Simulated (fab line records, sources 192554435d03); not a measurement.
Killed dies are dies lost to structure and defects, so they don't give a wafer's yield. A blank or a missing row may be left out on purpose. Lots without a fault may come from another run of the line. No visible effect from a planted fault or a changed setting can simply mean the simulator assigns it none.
The tool behind it: which one? ; flow n5_finfet ; 10 lots, 30 wafers sampled, at 7 steps of a route of 1938

== WHAT THE GAUGES SHOWED, per wafer ==
N5_BEOL_M9_CD_MEAS_35: target cd 70 nm, target cd y 40 nm.
lot;measured;on;cd_nm (nm)
L138;day 9 13:44;cd_sem-03;69.7 68.8 69.7
L139;day 9 19:42;cd_sem-02;70.3 69.3 69.3
L145;day 11 12:25;cd_sem-03;69.8 69.2 69.8
L146;day 12 00:25;cd_sem-01;70.4 70.8 71.2
L151;day 13 04:17;cd_sem-03;70.0 70.6 70.0
L155;day 14 13:43;cd_sem-01;69.8 68.6 70.1
L156;day 14 13:46;cd_sem-01;70.1 69.6 71.1
L161;day 15 15:40;cd_sem-01;68.3 68.3 69.6
L159;day 15 18:41;cd_sem-01;70.3 70.1 70.0
L160;day 15 18:50;cd_sem-03;69.7 68.9 70.2

N5_BEOL_M9_INSPECT_58: inspects for defects (darkfield).
lot;measured;on;raw_defect_count
L138;day 9 16:27;defect_inspect-01;86 75 52
L139;day 9 22:22;defect_inspect-01;58 70 48
L145;day 11 14:38;defect_inspect-02;392 417 356
L146;day 12 02:34;defect_inspect-02;463 409 473
L151;day 13 06:40;defect_inspect-02;59 73 65
L155;day 14 16:17;defect_inspect-02;103 71 54
L156;day 14 16:44;defect_inspect-01;65 106 89
L161;day 15 18:59;defect_inspect-01;41 122 57
L159;day 15 21:30;defect_inspect-02;82 51 47
L160;day 15 21:43;defect_inspect-02;93 70 72

N5_BEOL_M10_INSPECT_13: inspects for defects (brightfield).
lot;measured;on;raw_defect_count
L138;day 9 18:40;defect_inspect-01;411 659 348
L139;day 10 01:25;defect_inspect-02;400 581 384
L145;day 11 20:49;defect_inspect-02;660 665 657
L146;day 12 04:08;defect_inspect-02;964 827 815
L151;day 13 08:27;defect_inspect-02;405 485 415
L155;day 14 18:15;defect_inspect-01;457 370 286
L156;day 14 18:37;defect_inspect-01;394 457 413
L161;day 15 20:42;defect_inspect-02;399 489 591
L159;day 15 23:52;defect_inspect-01;442 417 399
L160;day 15 23:42;defect_inspect-02;418 414 471

N5_BEOL_M10_INSPECT_30: inspects for defects (brightfield).
lot;measured;on;raw_defect_count
L138;day 9 19:49;defect_inspect-02;392 566 317
L139;day 10 03:58;defect_inspect-02;410 564 380
L145;day 11 23:55;defect_inspect-02;667 656 669
L146;day 12 06:59;defect_inspect-02;965 817 818
L151;day 13 09:58;defect_inspect-02;408 508 427
L155;day 14 20:46;defect_inspect-01;452 397 303
L156;day 14 20:35;defect_inspect-02;370 425 403
L161;day 15 22:19;defect_inspect-02;384 502 606
L159;day 16 02:22;defect_inspect-01;422 409 381
L160;day 16 02:12;defect_inspect-02;402 413 465

== TOOL THAT RAN EACH LOT (tool first, then ch and the chambers of the sampled wafers, then the start) ==
lot;N5_BEOL_M9_ANNEAL_51;N5_BEOL_M9_CMP_52;N5_BEOL_M10_CURE_71
L138;rtp_anneal-01 ch 0, day 9 15:41;cmp-02 ch 1,2,3, day 9 16:04;uv_cure-03 ch 0, day 9 16:34
L139;rtp_anneal-01 ch 0, day 9 21:36;cmp-02 ch 1,2,3, day 9 21:54;uv_cure-01 ch 2, day 9 22:30
L145;rtp_anneal-01 ch 0, day 11 13:58;cmp-02 ch 0,2,3, day 11 14:13;uv_cure-01 ch 0, day 11 14:55
L146;rtp_anneal-02 ch 0, day 12 01:48;cmp-02 ch 0,2,3, day 12 02:10;uv_cure-02 ch 2, day 12 02:40
L151;rtp_anneal-01 ch 0, day 13 05:52;cmp-04 ch 0,1,3, day 13 06:15;uv_cure-03 ch 1, day 13 06:47
L155;rtp_anneal-01 ch 0, day 14 15:32;cmp-02 ch 0,2, day 14 15:52;uv_cure-02 ch 2, day 14 16:24
L156;rtp_anneal-01 ch 0, day 14 16:01;cmp-02 ch 0,2,3, day 14 16:17;uv_cure-03 ch 0, day 14 16:56
L161;rtp_anneal-02 ch 0, day 15 18:13;cmp-04 ch 0,1,2, day 15 18:31;uv_cure-03 ch 1, day 15 19:06
L159;rtp_anneal-02 ch 0, day 15 20:50;cmp-02 ch 1,2, day 15 21:02;uv_cure-01 ch 2, day 15 21:56
L160;rtp_anneal-01 ch 0, day 15 20:54;cmp-02 ch 1,3, day 15 21:16;uv_cure-03 ch 1, day 15 21:50
- N5_BEOL_M9_ANNEAL_51: time 90 s.
- N5_BEOL_M9_CMP_52: polishes, stops on SiCOH lowk, t overpolish 7 s, target thk 140 nm.
- N5_BEOL_M10_CURE_71: cures SiCOH lowk, time 240 s.

== WHAT THE TOOLS THEMSELVES READ (means of the sampled wafers that have a number; where no wafer has one, the mark that the record gives instead) ==
N5_BEOL_M9_ANNEAL_51.
lot;tool;wafer_temp_C_max
L138;rtp_anneal-01;226.23
L139;rtp_anneal-01;225.89
L145;rtp_anneal-01;226.08
L146;rtp_anneal-02;225.96
L151;rtp_anneal-01;225.94
L155;rtp_anneal-01;225.78
L156;rtp_anneal-01;226.13
L161;rtp_anneal-02;226.04
L159;rtp_anneal-02;226.17
L160;rtp_anneal-01;226.04

N5_BEOL_M9_CMP_52.
lot;tool;barrier_field_endpoint_s (s);clearing_platen_rpm (rpm);motor_current_A (A);overpolish_run_s (s);slurry_flow_ml_min;time_to_endpoint_s (s)
L138;cmp-02;29.3;50.030;6.4;6.997;150.2;67
L139;cmp-02;29.0;50.010;6.3;7.007;150.0;66
L145;cmp-02;28.8;50.007;6.7;6.999;150.0;63
L146;cmp-02;29.0;50.001;7.0;7.005;149.6;65
L151;cmp-04;29.5;49.963;6.1;6.998;149.5;69
L155;cmp-02;28.8;50.000;7.1;6.992;150.1;63
L156;cmp-02;28.2;49.987;6.9;6.999;149.9;62
L161;cmp-04;29.5;49.988;5.9;6.999;150.1;70
L159;cmp-02;29.2;49.989;6.5;6.988;150.2;63
L160;cmp-02;29.1;49.990;6.3;6.988;149.9;68

N5_BEOL_M10_CURE_71.
lot;tool;lamp_power_pct (%);wafer_temp_C_max
L138;uv_cure-03;52.32;386.5
L139;uv_cure-01;52.32;386.1
L145;uv_cure-01;52.32;387.5
L146;uv_cure-02;52.32;387.5
L151;uv_cure-03;52.27;386.6
L155;uv_cure-02;52.31;387.7
L156;uv_cure-03;52.28;386.4
L161;uv_cure-03;52.32;386.2
L159;uv_cure-01;52.30;386.1
L160;uv_cure-03;52.29;386.7

== THE ANSWER, worked out from the rows above alone ==
Rule: what is usual is taken from the lots themselves. Put in order of their means at a reading, lots are off if they are a third of the lots or fewer, leave a main group of 4 or more, and stand apart from it by a gap of 3 or more times the standard deviation of the main group's means; of several such gaps the widest counts. Not used: any main group whose means are identical at the precision the tables above print for the reading. Also off: a lot with no number at a reading for which 4 or more lots have one. The other lots that the step has rows for count as sound. First the gauges in route order, then the tools' own readings, where a lot's mean is used as printed above. At the first step where some lot is off, the reading lying furthest off is the one used; lots without a number count as furthest.
Off, at N5_BEOL_M9_INSPECT_58 on raw_defect_count: L145, L146. The main group: mean 71, standard deviation 8.9.
A tool fits if, at a process step before that reading, it ran every lot that is off, and no sound lot after the first of them. Not tried: the gauges at N5_BEOL_M9_INSPECT_58; whatever is off there is also off at N5_BEOL_M10_CURE_71, on other tools, and gauge error can't account for it. None of those tried fits.

== WHAT THE SIMULATOR PUT IN ==
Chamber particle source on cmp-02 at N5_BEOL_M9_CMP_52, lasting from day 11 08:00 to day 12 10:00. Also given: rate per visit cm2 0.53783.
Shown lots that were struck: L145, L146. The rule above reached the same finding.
